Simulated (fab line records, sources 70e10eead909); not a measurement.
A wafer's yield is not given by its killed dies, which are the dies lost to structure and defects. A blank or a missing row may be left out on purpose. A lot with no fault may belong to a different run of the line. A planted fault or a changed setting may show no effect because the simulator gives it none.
Which tool is to blame? ; flow nand harc ; 24 lots with 72 wafers sampled at 6 steps, on a route of 1302 steps

WHAT EACH GAUGE READ, for each wafer
Not one reading of a measure or inspect step in the record can be checked against a usual standard deviation.

WHAT TOOL EACH LOT RAN ON (gives the tool, then ch and the chambers of the sampled wafers, and finally the start)
lot;NHARC_A_STAIRCASE_TRIM_229;NHARC_A_STAIRCASE_HM_DEP_459;NHARC_A_STAIRCASE_DESCUM_291;NHARC_A_STAIRCASE_HM_OPEN_460;NHARC_A_STAIRCASE_STRIP_295;NHARC_A_STAIRCASE_DEP_301
L074;rie diel-03 ch 0,2,3, day 16 11:09;acl dep-03 ch 0, day 17 02:12;rie diel-11 ch 0,2,3, day 17 04:56;rie diel-11 ch 0,1,3, day 17 09:06 or earlier;rie diel-11 ch 0,1,3, day 17 09:06 or earlier;pecvd-04 ch 0,1,2, day 17 09:06
L076;rie diel-02 ch 0,1,3, day 16 23:14;acl dep-01 ch 0, day 17 11:49;rie diel-11 ch 1,2,3, day 17 13:46;rie diel-11 ch 0,1,2, day 17 17:55 or earlier;rie diel-11 ch 0,3, day 17 17:55 or earlier;pecvd-01 ch 0,1,2, day 17 17:55
L075;rie diel-02 ch 2,3, day 16 23:34;acl dep-02 ch 0, day 17 12:11;rie diel-11 ch 1,2, day 17 16:28;rie diel-11 ch 0,2,3, day 18 00:26 or earlier;rie diel-11 ch 0,1,2, day 18 00:26 or earlier;pecvd-04 ch 0,1, day 18 00:26
L077;rie diel-11 ch 0,2,3, day 17 09:04;acl dep-02 ch 0, day 17 23:04;rie diel-03 ch 0,1,2, day 18 01:55;rie diel-03 ch 1,2,3, day 18 06:02 or earlier;rie diel-03 ch 0,1,2, day 18 06:02 or earlier;pecvd-01 ch 0,1,2, day 18 06:02
L078;rie diel-11 ch 0,1,2, day 18 05:34;acl dep-03 ch 0, day 18 16:31;rie diel-03 ch 0,2,3, day 18 19:14;rie diel-03 ch 1,2,3, day 19 00:31 or earlier;rie diel-03 ch 1,2,3, day 19 00:31 or earlier;pecvd-01 ch 0,1,2, day 19 00:31
L079;rie diel-11 ch 0,3, day 18 15:02;acl dep-03 ch 0, day 19 02:08;rie diel-03 ch 0,3, day 19 04:40;rie diel-03 ch 1,2,3, day 19 09:00 or earlier;rie diel-03 ch 0,3, day 19 09:00 or earlier;pecvd-03 ch 1,2, day 19 09:00
L080;rie diel-11 ch 1,2, day 19 12:33;acl dep-01 ch 0, day 19 23:38;rie diel-11 ch 0,1, day 20 01:48;rie diel-11 ch 1,2,3, day 20 06:56 or earlier;rie diel-11 ch 0,2,3, day 20 06:56 or earlier;pecvd-03 ch 0,1,2, day 20 06:56
L081;rie diel-02 ch 1,2,3, day 19 17:46;acl dep-03 ch 0, day 20 06:05;rie diel-02 ch 0,1,2, day 20 08:56;rie diel-02 ch 0,1,2, day 20 14:47 or earlier;rie diel-02 ch 0,1, day 20 14:47 or earlier;pecvd-04 ch 0,1,2, day 20 14:47
L084;rie diel-11 ch 0,3, day 20 05:41;acl dep-02 ch 0, day 20 19:37;rie diel-02 ch 0,2,3, day 20 22:08;rie diel-02 ch 1,2, day 21 02:14 or earlier;rie diel-02 ch 0,1, day 21 02:14 or earlier;pecvd-03 ch 0,2, day 21 02:14
L082;rie diel-02 ch 0,1,2, day 20 06:04;acl dep-01 ch 0, day 20 19:50;rie diel-02 ch 2,3, day 20 22:40;rie diel-02 ch 0,1, day 21 04:06 or earlier;rie diel-02 ch 0,2,3, day 21 04:06 or earlier;pecvd-03 ch 0,1, day 21 04:06
L083;rie diel-11 ch 0,2,3, day 20 12:48;acl dep-01 ch 0, day 21 00:11;rie diel-03 ch 0,2,3, day 21 02:44;rie diel-03 ch 0,1,2, day 21 09:51 or earlier;rie diel-03 ch 0,1,3, day 21 09:51 or earlier;pecvd-03 ch 0,1,2, day 21 09:51
L086;rie diel-02 ch 1,3, day 21 00:51;acl dep-01 ch 0, day 21 11:45;rie diel-03 ch 0,2,3, day 21 14:38;rie diel-03 ch 0,2,3, day 21 19:39 or earlier;rie diel-03 ch 0,1,2, day 21 19:39 or earlier;pecvd-04 ch 0,1,2, day 21 19:39
L087;rie diel-11 ch 0,1,3, day 21 06:44;acl dep-02 ch 0, day 21 17:55;rie diel-02 ch 2,3, day 21 20:49;rie diel-02 ch 0,2,3, day 22 03:42 or earlier;rie diel-02 ch 0,2,3, day 22 03:42 or earlier;pecvd-04 ch 0,2, day 22 03:42
L085;rie diel-02 ch 0,2,3, day 21 07:11;acl dep-02 ch 0, day 21 19:46;rie diel-11 ch 1,2,3, day 21 22:37;rie diel-11 ch 0,2,3, day 22 04:16 or earlier;rie diel-11 ch 0,1,3, day 22 04:16 or earlier;pecvd-03 ch 0,1, day 22 04:16
L088;rie diel-03 ch 0,2,3, day 22 17:44;acl dep-03 ch 0, day 23 05:52;rie diel-11 ch 1,2,3, day 23 07:51;rie diel-11 ch 1,2,3, day 23 15:24 or earlier;rie diel-11 ch 1,2,3, day 23 15:24 or earlier;pecvd-03 ch 0,1,2, day 23 15:24
L089;rie diel-11 ch 1,3, day 22 20:32;acl dep-03 ch 0, day 23 07:25;rie diel-03 ch 0,2,3, day 23 09:40;rie diel-03 ch 0,1,3, day 23 16:13 or earlier;rie diel-03 ch 0,1,2, day 23 16:13 or earlier;pecvd-01 ch 0,2, day 23 16:13
L091;rie diel-11 ch 1,2,3, day 23 01:29;acl dep-01 ch 0, day 23 15:55;rie diel-03 ch 0,1,3, day 23 18:46;rie diel-03 ch 0,2,3, day 23 23:39 or earlier;rie diel-03 ch 0,1,2, day 23 23:39 or earlier;pecvd-01 ch 0,1,2, day 23 23:39
L090;rie diel-03 ch 0,1,2, day 23 08:13;acl dep-01 ch 0, day 23 21:28;rie diel-11 ch 2,3, day 24 00:31;rie diel-11 ch 1,3, day 24 05:16 or earlier;rie diel-11 ch 1,2,3, day 24 05:16 or earlier;pecvd-04 ch 0,1, day 24 05:16
L092;rie diel-02 ch 1,2,3, day 23 14:19;acl dep-03 ch 0, day 24 02:08;rie diel-02 ch 0,3, day 24 04:58;rie diel-02 ch 0,3, day 24 11:32 or earlier;rie diel-02 ch 1,3, day 24 11:32 or earlier;pecvd-01 ch 0,1, day 24 11:32
L093;rie diel-03 ch 0,1,2, day 24 12:05;acl dep-03 ch 0, day 24 22:02;rie diel-11 ch 0,1,2, day 25 00:39;rie diel-11 ch 1,2,3, day 25 08:15 or earlier;rie diel-11 ch 0,1,3, day 25 08:15 or earlier;pecvd-04 ch 0,1,2, day 25 08:15
L094;rie diel-02 ch 1,3, day 24 17:17;acl dep-03 ch 0, day 25 05:52;rie diel-11 ch 0,1,3, day 25 11:21;rie diel-11 ch 0,2, day 25 17:12 or earlier;rie diel-11 ch 0,2, day 25 17:12 or earlier;pecvd-04 ch 0,1,2, day 25 17:12
L096;rie diel-11 ch 0,1,3, day 25 02:59;acl dep-03 ch 0, day 25 17:51;rie diel-11 ch 0,3, day 25 22:09;rie diel-11 ch 1,3, day 26 04:04 or earlier;rie diel-11 ch 0,2,3, day 26 04:04 or earlier;pecvd-03 ch 1,2, day 26 04:04
L095;rie diel-11 ch 0,2, day 25 03:23;acl dep-03 ch 0, day 25 19:23;rie diel-11 ch 1,2,3, day 25 22:19;rie diel-11 ch 1,2, day 26 05:53 or earlier;rie diel-11 ch 2,3, day 26 05:53 or earlier;pecvd-03 ch 0,1,2, day 26 05:53
L097;rie diel-11 ch 0,2,3, day 25 16:40;acl dep-03 ch 0, day 26 10:11;rie diel-02 ch 1,2,3, day 26 13:23;rie diel-02 ch 0,1,3, day 26 23:38 or earlier;rie diel-02 ch 1,2,3, day 26 23:38 or earlier;pecvd-01 ch 0,2, day 26 23:38
- NHARC_A_STAIRCASE_TRIM_229: chemistry O2, time 211.2 s.
- NHARC_A_STAIRCASE_HM_DEP_459: deposits aC, target thk 1500 nm.
- NHARC_A_STAIRCASE_DESCUM_291: chemistry O2, time 3 s.
- NHARC_A_STAIRCASE_HM_OPEN_460: chemistry O2/COS.
- NHARC_A_STAIRCASE_STRIP_295: strips in O2.
- NHARC_A_STAIRCASE_DEP_301: deposits SiON, target thk 30 nm.

WHAT THE TOOLS THEMSELVES READ (means of the sampled wafers that have a number; where no wafer has one, the mark that the record gives instead)
NHARC_A_STAIRCASE_TRIM_229. Usual: drypump motor current A 5.6 A, standard deviation 0.43; oes product au 0.999 a.u., standard deviation 0.01; rf vpp V 57.7 V, standard deviation 0.88; showerhead plenum p Torr 3.45 Torr, standard deviation 0.13; throttle valve pct 17.036 %, standard deviation 0.0091.
lot;tool;drypump motor current A (A);oes product au (a.u.);rf vpp V (V);showerhead plenum p Torr (Torr);throttle valve pct (%);flag
L074;rie diel-03;5.6;0.984;57.6;3.52;17.040;
L076;rie diel-02;5.5;0.991;58.6;3.60;17.031;
L075;rie diel-02;5.0;1.003;57.1;3.50;17.033;
L077;rie diel-11;5.9;0.992;57.5;3.41;17.034;
L078;rie diel-11;5.7;1.000;57.4;3.38;17.042;
L079;rie diel-11;6.1;0.994;57.6;3.40;17.030;
L080;rie diel-11;5.5;1.006;57.3;3.32;17.030;
L081;rie diel-02;5.5;0.995;58.1;3.57;17.032;
L084;rie diel-11;6.0;1.007;57.3;3.39;17.037;
L082;rie diel-02;5.5;0.996;57.7;3.61;17.040;
L083;rie diel-11;5.8;1.002;57.0;3.40;17.040;
L086;rie diel-02;5.5;0.996;57.5;3.54;17.035;
L087;rie diel-11;6.0;1.006;57.1;3.36;17.040;
L085;rie diel-02;5.1;1.000;57.3;3.49;17.035;
L088;rie diel-03;5.6;0.993;58.2;3.49;17.032;
L089;rie diel-11;5.7;1.004;57.1;3.30;17.032;
L091;rie diel-11;5.6;1.007;57.4;3.34;17.029;
L090;rie diel-03;5.8;0.992;58.3;3.60;17.035;
L092;rie diel-02;5.5;0.994;58.5;3.55;17.034;
L093;rie diel-03;5.8;0.993;58.5;3.60;17.039;
L094;rie diel-02;5.9;0.992;58.4;3.64;17.031;
L096;rie diel-11;6.0;1.004;57.6;3.34;17.039;
L095;rie diel-11;6.0;1.004;57.1;3.41;17.036;
L097;rie diel-11;5.8;0.995;58.1;3.38;17.036;

NHARC_A_STAIRCASE_HM_DEP_459. Usual: throttle valve pct at 35.001 %, with a standard deviation of 0.0085.
lot;tool;throttle valve pct (%);flag
L074;acl dep-03;34.993;
L076;acl dep-01;35.000;
L075;acl dep-02;35.005;
L077;acl dep-02;34.999;
L078;acl dep-03;35.000;
L079;acl dep-03;35.005;
L080;acl dep-01;34.995;
L081;acl dep-03;35.002;
L084;acl dep-02;34.997;
L082;acl dep-01;35.003;
L083;acl dep-01;35.006;
L086;acl dep-01;34.994;
L087;acl dep-02;34.996;
L085;acl dep-02;35.002;
L088;acl dep-03;34.998;
L089;acl dep-03;34.998;
L091;acl dep-01;35.007;
L090;acl dep-01;34.996;
L092;acl dep-03;34.997;
L093;acl dep-03;35.002;
L094;acl dep-03;34.997;
L096;acl dep-03;34.997;
L095;acl dep-03;34.998;
L097;acl dep-03;34.999;

NHARC_A_STAIRCASE_DESCUM_291. Usual: drypump motor current A 5.6 A, standard deviation 0.42; oes product au 0.998 a.u., standard deviation 0.0098; rf vpp V 57.6 V, standard deviation 0.92; showerhead plenum p Torr 1.86 Torr, standard deviation 0.073; throttle valve pct 11.312 %, standard deviation 0.0081.
lot;tool;drypump motor current A (A);oes product au (a.u.);rf vpp V (V);showerhead plenum p Torr (Torr);throttle valve pct (%);flag
L074;rie diel-11;5.8;0.993;56.9;1.84;11.308;
L076;rie diel-11;5.6;1.001;57.4;1.81;11.313;
L075;rie diel-11;5.4;1.003;58.2;1.82;11.320;
L077;rie diel-03;5.8;0.987;57.4;1.86;11.302;
L078;rie diel-03;5.6;0.991;57.8;1.90;11.315;
L079;rie diel-03;5.8;0.984;57.8;1.90;11.304;
L080;rie diel-11;6.1;1.010;57.9;1.83;11.315;
L081;rie diel-02;5.4;0.997;57.6;1.96;11.312;
L084;rie diel-02;5.1;0.998;58.1;1.90;11.307;
L082;rie diel-02;5.0;0.992;58.4;1.89;11.308;
L083;rie diel-03;5.6;0.993;57.2;1.89;11.325;
L086;rie diel-03;5.6;0.988;57.8;1.89;11.312;
L087;rie diel-02;5.1;1.001;57.7;1.87;11.315;
L085;rie diel-11;5.6;1.005;57.6;1.80;11.309;
L088;rie diel-11;5.6;1.005;57.1;1.80;11.309;
L089;rie diel-03;5.6;0.994;57.4;1.89;11.310;
L091;rie diel-03;5.7;0.992;58.2;1.95;11.309;
L090;rie diel-11;5.5;1.006;57.8;1.82;11.310;
L092;rie diel-02;5.2;1.002;58.1;1.90;11.315;
L093;rie diel-11;5.7;0.997;57.1;1.81;11.315;
L094;rie diel-11;5.9;1.002;57.9;1.81;11.312;
L096;rie diel-11;6.0;1.003;57.5;1.82;11.306;
L095;rie diel-11;5.6;1.002;57.3;1.79;11.310;
L097;rie diel-02;5.4;1.002;58.6;1.92;11.316;

NHARC_A_STAIRCASE_HM_OPEN_460. Usual: drypump motor current A 5.6 A, standard deviation 0.41; oes product au 0.996 a.u., standard deviation 0.011; rf vpp V 465.6 V, standard deviation 2.7; showerhead plenum p Torr 3.05 Torr, standard deviation 0.12; throttle valve pct 28.330 %, standard deviation 0.0087.
lot;tool;drypump motor current A (A);oes product au (a.u.);rf vpp V (V);showerhead plenum p Torr (Torr);throttle valve pct (%);flag
L074;rie diel-11;5.9;0.995;463.7;2.98;28.326;
L076;rie diel-11;5.7;1.000;463.2;2.99;28.332;
L075;rie diel-11;5.8;0.995;464.6;3.01;28.333;
L077;rie diel-03;5.5;0.989;465.3;3.02;28.332;
L078;rie diel-03;5.5;0.989;466.0;3.02;28.334;
L079;rie diel-03;5.5;0.990;465.9;3.02;28.325;
L080;rie diel-11;5.6;1.008;463.2;2.96;28.324;
L081;rie diel-02;5.4;0.985;468.8;3.19;28.333;
L084;rie diel-02;5.4;0.994;468.4;3.18;28.346;
L082;rie diel-02;5.9;0.989;470.3;3.27;28.327;
L083;rie diel-03;5.8;0.987;469.3;3.20;28.329;
L086;rie diel-03;5.5;0.988;465.6;3.09;28.333;
L087;rie diel-02;5.2;1.007;466.8;3.09;28.328;
L085;rie diel-11;5.9;1.005;464.6;3.00;28.329;
L088;rie diel-11;5.6;1.001;464.0;2.95;28.323;
L089;rie diel-03;5.7;0.993;468.2;3.17;28.326;
L091;rie diel-03;5.6;0.993;465.9;3.08;28.334;
L090;rie diel-11;5.7;0.999;463.0;2.94;28.332;
L092;rie diel-02;5.2;1.001;466.4;3.09;28.327;
L093;rie diel-11;5.6;1.004;463.2;2.94;28.324;
L094;rie diel-11;6.0;1.013;465.9;3.01;28.329;
L096;rie diel-11;5.7;1.006;462.2;2.90;28.336;
L095;rie diel-11;5.5;1.008;462.5;2.91;28.323;
L097;rie diel-02;5.5;0.996;467.5;3.14;28.335;

NHARC_A_STAIRCASE_STRIP_295. Usual: drypump motor current A 5.6 A, standard deviation 0.41; oes product au 0.997 a.u., standard deviation 0.0094; rf vpp V 57.6 V, standard deviation 0.89; showerhead plenum p Torr 3.46 Torr, standard deviation 0.14; throttle valve pct 17.037 %, standard deviation 0.0086.
lot;tool;drypump motor current A (A);oes product au (a.u.);rf vpp V (V);showerhead plenum p Torr (Torr);throttle valve pct (%);flag
L074;rie diel-11;5.9;0.996;56.9;3.37;17.040;
L076;rie diel-11;6.0;0.992;58.0;3.40;17.034;
L075;rie diel-11;5.8;0.995;57.5;3.38;17.036;
L077;rie diel-03;5.8;0.984;57.3;3.44;17.027;
L078;rie diel-03;5.5;0.990;57.3;3.42;17.044;
L079;rie diel-03;5.4;0.995;57.4;3.49;17.033;
L080;rie diel-11;5.8;1.003;57.7;3.40;17.034;
L081;rie diel-02;5.9;0.994;56.7;3.69;17.043;
L084;rie diel-02;5.9;1.001;58.5;3.69;17.033;
L082;rie diel-02;5.1;1.000;57.7;3.49;17.034;
L083;rie diel-03;5.7;0.988;58.0;3.59;17.037;
L086;rie diel-03;5.8;0.990;58.1;3.61;17.038;
L087;rie diel-02;5.1;0.997;57.9;3.49;17.034;
L085;rie diel-11;5.9;1.000;58.0;3.36;17.029;
L088;rie diel-11;5.6;1.009;56.9;3.33;17.033;
L089;rie diel-03;5.8;0.991;57.3;3.60;17.038;
L091;rie diel-03;5.8;0.992;58.7;3.60;17.036;
L090;rie diel-11;5.6;1.003;57.4;3.33;17.032;
L092;rie diel-02;5.6;0.992;57.4;3.53;17.045;
L093;rie diel-11;5.9;1.005;57.2;3.34;17.045;
L094;rie diel-11;5.7;1.003;56.8;3.39;17.041;
L096;rie diel-11;5.8;1.001;58.0;3.37;17.026;
L095;rie diel-11;5.7;0.991;58.0;3.35;17.029;
L097;rie diel-02;5.5;0.989;57.5;3.54;17.049;

NHARC_A_STAIRCASE_DEP_301. Usual: heater power w at 788 W, with a standard deviation of 130.
lot;tool;heater power w (W);flag
L074;pecvd-04;832;
L076;pecvd-01;726;
L075;pecvd-04;791;
L077;pecvd-01;760;
L078;pecvd-01;781;
L079;pecvd-03;750;
L080;pecvd-03;786;
L081;pecvd-04;794;
L084;pecvd-03;786;
L082;pecvd-03;858;
L083;pecvd-03;791;
L086;pecvd-04;778;
L087;pecvd-04;840;
L085;pecvd-03;910;
L088;pecvd-03;757;
L089;pecvd-01;713;
L091;pecvd-01;724;
L090;pecvd-04;864;
L092;pecvd-01;768;
L093;pecvd-04;815;
L094;pecvd-04;753;
L096;pecvd-03;803;
L095;pecvd-03;792;
L097;pecvd-01;666;

THE ANSWER, worked out from the rows above alone
Rule: a lot counts as off when the mean over its wafers that have a number is more than 3 standard deviations away from the usual mean. A lot without any number at a reading at which 4 lots or more have one is off too. The other lots that the step has rows for count as sound. Order of review: gauges by route order, followed by the tools' own readings, for which a lot's mean as printed above is used. At the first step where some lot is off, the reading lying furthest off is the one used; lots without a number count as furthest.
Across all readings shown, no lot is off: no conclusion can be drawn from this.

WHAT THE SIMULATOR PUT IN
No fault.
